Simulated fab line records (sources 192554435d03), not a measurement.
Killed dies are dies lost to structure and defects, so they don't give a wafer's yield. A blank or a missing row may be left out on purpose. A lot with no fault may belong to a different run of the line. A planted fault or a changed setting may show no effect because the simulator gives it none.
Chamber matching	flow n5_finfet	N5_BEOL_M8_CURE_74 on uv_cure-01: 3 sister chambers
The step cures SiCOH lowk, time 240 s. 3 wafers are shown with their chamber, then 12 later ones without.

== EACH WAFER AND ITS CHAMBER ==
wafer	chamber	wafer_temp_C_max
L081.6	1	387.4
L085.6	2	386.1
L086.6	0	387.0

== WAFERS MISSING THEIR CHAMBER ==
wafer	wafer_temp_C_max
L093.1	386.7
L093.3	386.6
L093.6	386.3
L094.1	386.2
L094.3	386.3
L094.4	386.5
L097.1	386.9
L097.4	386.1
L097.5	386.5
L097.2	386.6
L097.3	386.2
L097.6	386.4

== EACH ONE'S CHAMBER ==
wafer	from the rows above	in truth
L093.1	can't be placed: 0 or 2 or 1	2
L093.3	can't be placed: 0 or 2 or 1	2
L093.6	can't be placed: 2 or 0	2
L094.1	2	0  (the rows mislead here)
L094.3	can't be placed: 2 or 0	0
L094.4	can't be placed: 2 or 0 or 1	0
L097.1	can't be placed: 0 or 1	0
L097.4	2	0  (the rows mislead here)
L097.5	can't be placed: 2 or 0 or 1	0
L097.2	can't be placed: 0 or 2 or 1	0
L097.3	2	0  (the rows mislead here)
L097.6	can't be placed: 2 or 0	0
0 of 12 placed correctly. Not placeable from these rows: 9 (in 9, the candidates include the true chamber). Placed wrongly: 3.
How it was worked out, from the rows above alone: a wafer's distance from a chamber is the root of the sum, over the readings, of the square of ((its reading less the chamber's mean) divided by the reading's scatter). The wafer belongs to the nearest chamber; if the next one is less than 2 further off, it can't be placed. The mean given for a chamber averages the wafers shown for that chamber. The scatter: with one shown wafer a chamber, the root of the mean of the squares of how far each hidden wafer lies from its nearest shown one.
